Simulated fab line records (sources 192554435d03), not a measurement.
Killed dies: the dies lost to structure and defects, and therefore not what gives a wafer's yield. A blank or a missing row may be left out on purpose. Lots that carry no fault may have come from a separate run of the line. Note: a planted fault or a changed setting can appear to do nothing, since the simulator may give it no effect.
Matching of chambers || flow n5-finfet || N5_BEOL_M1_PECVD_72 on pecvd-02 has 3 sister chambers
The step deposits SiO2 from TEOS/O2, target thk 16 nm, time 18 s. 3 wafers are shown with their chamber, then 7 later ones without.

EACH WAFER AND ITS CHAMBER
{"wafer": "L080.5", "chamber": 0, "throttle-valve-pct (%)": 23.1}
{"wafer": "L088.1", "chamber": 1, "throttle-valve-pct (%)": 23.0}
{"wafer": "L088.5", "chamber": 2, "throttle-valve-pct (%)": 22.0}

WAFERS MISSING THEIR CHAMBER
{"wafer": "L088.6", "throttle-valve-pct (%)": 22.7}
{"wafer": "L089.1", "throttle-valve-pct (%)": 23.2}
{"wafer": "L089.2", "throttle-valve-pct (%)": 23.3}
{"wafer": "L089.5", "throttle-valve-pct (%)": 22.0}
{"wafer": "L095.1", "throttle-valve-pct (%)": 22.9}
{"wafer": "L095.3", "throttle-valve-pct (%)": 23.3}
{"wafer": "L095.6", "throttle-valve-pct (%)": 23.2}

THE CHAMBER EACH PASSED THROUGH
{"wafer": "L088.6", "from the rows above": "can't be placed: 1 or 0", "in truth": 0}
{"wafer": "L089.1", "from the rows above": "can't be placed: 0 or 1", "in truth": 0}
{"wafer": "L089.2", "from the rows above": "can't be placed: 0 or 1", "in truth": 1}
{"wafer": "L089.5", "from the rows above": 2, "in truth": 2}
{"wafer": "L095.1", "from the rows above": "can't be placed: 1 or 0", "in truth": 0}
{"wafer": "L095.3", "from the rows above": "can't be placed: 0 or 1", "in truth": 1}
{"wafer": "L095.6", "from the rows above": "can't be placed: 0 or 1", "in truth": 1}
Placed correctly: 1 of 7. Cannot be placed on the basis of these rows: 6; the candidates contain the true chamber in 6. Placed wrongly: 0.
How it was worked out, from the rows above alone: a wafer's distance from a chamber is the root of the sum, over the readings, of the square of ((its reading less the chamber's mean) divided by the reading's scatter). The wafer belongs to the nearest chamber; if the next one is less than 2 further off, it can't be placed. The mean given for a chamber averages the wafers shown for that chamber. The scatter (one wafer shown for each chamber): square how far every hidden wafer sits from the nearest shown wafer, average those squares and take the square root.
